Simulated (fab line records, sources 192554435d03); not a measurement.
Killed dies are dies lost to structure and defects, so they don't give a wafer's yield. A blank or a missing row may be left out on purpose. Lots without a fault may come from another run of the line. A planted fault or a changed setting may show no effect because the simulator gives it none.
Which tool did it? | flow n5_finfet | 11 lots, 33 wafers sampled, at 5 steps of a route of 1938

WHAT THE GAUGES READ, wafer by wafer
N5_BEOL_M6_CD_MEAS_28: target cd 40 nm. Usual: cd_nm 39.96 nm, standard deviation 0.19.
lot  | measured     | on        | cd_nm (nm)        | flag
L546 | day 8 10:26  | cd_sem-01 | 40.19 40.11 40.10 |
L548 | day 8 16:58  | cd_sem-01 | 39.80 40.14 39.97 |
L549 | day 9 17:40  | cd_sem-03 | 39.87 39.88 40.39 |
L551 | day 9 23:04  | cd_sem-02 | 39.72 39.87 39.68 |
L550 | day 10 01:24 | cd_sem-03 | 39.97 39.89 39.59 |
L553 | day 10 03:56 | cd_sem-02 | 39.88 40.27 40.02 |
L559 | day 12 01:41 | cd_sem-03 | 40.70 41.14 40.72 | OFF
L563 | day 12 19:05 | cd_sem-02 | 40.05 40.09 40.10 |
L565 | day 13 04:53 | cd_sem-03 | 39.83 39.81 39.84 |
L566 | day 13 12:35 | cd_sem-03 | 39.97 40.06 40.04 |
L568 | day 14 13:14 | cd_sem-03 | 39.78 39.95 40.28 |

N5_BEOL_M6_INSPECT_30: inspects for defects (brightfield). Usual: raw_defect_count 404, standard deviation 96.
lot  | measured     | on                | raw_defect_count | flag
L546 | day 8 10:31  | defect_inspect-01 | 370 465 419      |
L548 | day 8 17:03  | defect_inspect-02 | 367 319 374      |
L549 | day 9 17:46  | defect_inspect-01 | 374 552 406      |
L551 | day 9 23:09  | defect_inspect-01 | 440 344 377      |
L550 | day 10 01:29 | defect_inspect-01 | 365 300 384      |
L553 | day 10 04:01 | defect_inspect-02 | 287 282 312      |
L559 | day 12 01:47 | defect_inspect-01 | 327 366 549      |
L563 | day 12 19:10 | defect_inspect-01 | 281 451 473      |
L565 | day 13 04:58 | defect_inspect-01 | 673 378 495      |
L566 | day 13 12:40 | defect_inspect-02 | 378 478 351      |
L568 | day 14 13:19 | defect_inspect-01 | 374 390 397      |

WHICH TOOL RAN EACH LOT (tool, then ch and the chambers of the sampled wafers, then the start)
lot  | N5_BEOL_M6_HM_DEP_02         | N5_BEOL_M6_HM_OPEN_17             | N5_BEOL_M6_EXPOSE_25
L546 | pvd_sputter-02, day 8 06:13  | rie_metal-02 ch 0,1, day 8 07:05  | euv_scanner-01 ch 0, day 8 10:18
L548 | pvd_sputter-02, day 8 14:31  | rie_metal-01 ch 0,1, day 8 15:24  | euv_scanner-01 ch 0, day 8 16:49
L549 | pvd_sputter-01, day 9 14:01  | rie_metal-01 ch 0,1, day 9 14:52  | euv_scanner-02 ch 0, day 9 17:32
L551 | pvd_sputter-02, day 9 18:59  | rie_metal-03 ch 0,1, day 9 19:43  | euv_scanner-02 ch 0, day 9 22:56
L550 | pvd_sputter-02, day 9 23:56  | rie_metal-02 ch 0, day 10 00:47   | euv_scanner-02 ch 0, day 10 01:16
L553 | pvd_sputter-01, day 10 00:04 | rie_metal-03 ch 0,1, day 10 00:59 | euv_scanner-02 ch 0, day 10 03:49
L559 | pvd_sputter-01, day 11 23:25 | rie_metal-01 ch 0,1, day 12 00:26 | euv_scanner-02 ch 0, day 12 01:33
L563 | pvd_sputter-02, day 12 16:53 | rie_metal-02 ch 1, day 12 18:26   | euv_scanner-01 ch 0, day 12 18:56
L565 | pvd_sputter-02, day 13 01:51 | rie_metal-01 ch 0,1, day 13 02:43 | euv_scanner-01 ch 0, day 13 04:45
L566 | pvd_sputter-03, day 13 08:53 | rie_metal-03 ch 0,1, day 13 10:10 | euv_scanner-01 ch 0, day 13 12:28
L568 | pvd_sputter-03, day 14 10:14 | rie_metal-01 ch 0,1, day 14 11:08 | euv_scanner-01 ch 0, day 14 13:05
- N5_BEOL_M6_HM_DEP_02: deposits TiN, target thk 20 nm.
- N5_BEOL_M6_HM_OPEN_17: chemistry Cl2/BCl3, target TiN, target depth 20 nm, overetch 6 nm.
- N5_BEOL_M6_EXPOSE_25: exposes mask V5, target cd 40 nm.

WHAT THE TOOLS THEMSELVES READ (means of the sampled wafers that have a number; where no wafer has one, the mark that the record gives instead)
N5_BEOL_M6_HM_DEP_02. Usual: throttle_valve_pct 30.2 %, standard deviation 1.1.
lot  | tool           | throttle_valve_pct (%) | flag
L546 | pvd_sputter-02 | 30.8                   |
L548 | pvd_sputter-02 | 30.2                   |
L549 | pvd_sputter-01 | 29.9                   |
L551 | pvd_sputter-02 | 29.4                   |
L550 | pvd_sputter-02 | 29.6                   |
L553 | pvd_sputter-01 | 30.7                   |
L559 | pvd_sputter-01 | 29.9                   |
L563 | pvd_sputter-02 | 30.6                   |
L565 | pvd_sputter-02 | 30.1                   |
L566 | pvd_sputter-03 | 28.9                   |
L568 | pvd_sputter-03 | 30.0                   |

N5_BEOL_M6_HM_OPEN_17. Usual: drypump_motor_current_A 5.5 A, standard deviation 0.3; he_backside_leak_sccm 3.4 sccm, standard deviation 0.37; mfc_ar_sccm 25.00 sccm, standard deviation 0.074; oes_product_au 0.71 a.u., standard deviation 0.064; throttle_valve_pct 22.08 %, standard deviation 0.16.
lot  | tool         | drypump_motor_current_A (A) | he_backside_leak_sccm (sccm) | mfc_ar_sccm (sccm) | oes_product_au (a.u.) | throttle_valve_pct (%) | flag
L546 | rie_metal-02 | 5.9                         | 3.4                          | 24.92              | 0.64                  | 22.24                  |
L548 | rie_metal-01 | 5.2                         | 3.3                          | 25.00              | 0.74                  | 21.96                  |
L549 | rie_metal-01 | 5.2                         | 3.3                          | 25.04              | 0.74                  | 21.97                  |
L551 | rie_metal-03 | 5.7                         | 3.6                          | 25.03              | 0.71                  | 22.00                  |
L550 | rie_metal-02 | 6.3                         | 3.7                          | 25.04              | 0.55                  | 22.18                  |
L553 | rie_metal-03 | 5.6                         | 3.6                          | 25.03              | 0.71                  | 22.01                  |
L559 | rie_metal-01 | 5.3                         | 3.3                          | 25.01              | 0.71                  | 21.98                  |
L563 | rie_metal-02 | 5.3                         | 3.4                          | 24.96              | 0.77                  | 22.41                  |
L565 | rie_metal-01 | 5.3                         | 3.2                          | 25.00              | 0.70                  | 21.99                  |
L566 | rie_metal-03 | 5.7                         | 3.6                          | 25.00              | 0.68                  | 22.02                  |
L568 | rie_metal-01 | 5.2                         | 3.2                          | 25.00              | 0.70                  | 21.98                  |

THE ANSWER, worked out from the rows above alone
Rule: a lot is off if the mean of its wafers that have a number lies more than 3 standard deviations from the usual mean. A lot without any number at a reading at which 4 lots or more have one is off too. The other lots that the step has rows for count as sound. The gauges are gone through in route order, then the tools' own readings, and for those a lot's mean is taken as printed above. The first step at which some lot is off is used, and at that step the reading that is off furthest; a lot without a number counts as furthest.
Off: L559, at N5_BEOL_M6_CD_MEAS_28 (cd_nm).
A tool fits if, at a process step before that reading, it ran every lot that is off, and no sound lot after the first of them. The gauges at N5_BEOL_M6_CD_MEAS_28 are tried like those tools. Can't be told from this: 2 tools fit, pvd_sputter-01 at N5_BEOL_M6_HM_DEP_02, euv_scanner-02 at N5_BEOL_M6_EXPOSE_25.

WHAT THE SIMULATOR HAD PUT IN
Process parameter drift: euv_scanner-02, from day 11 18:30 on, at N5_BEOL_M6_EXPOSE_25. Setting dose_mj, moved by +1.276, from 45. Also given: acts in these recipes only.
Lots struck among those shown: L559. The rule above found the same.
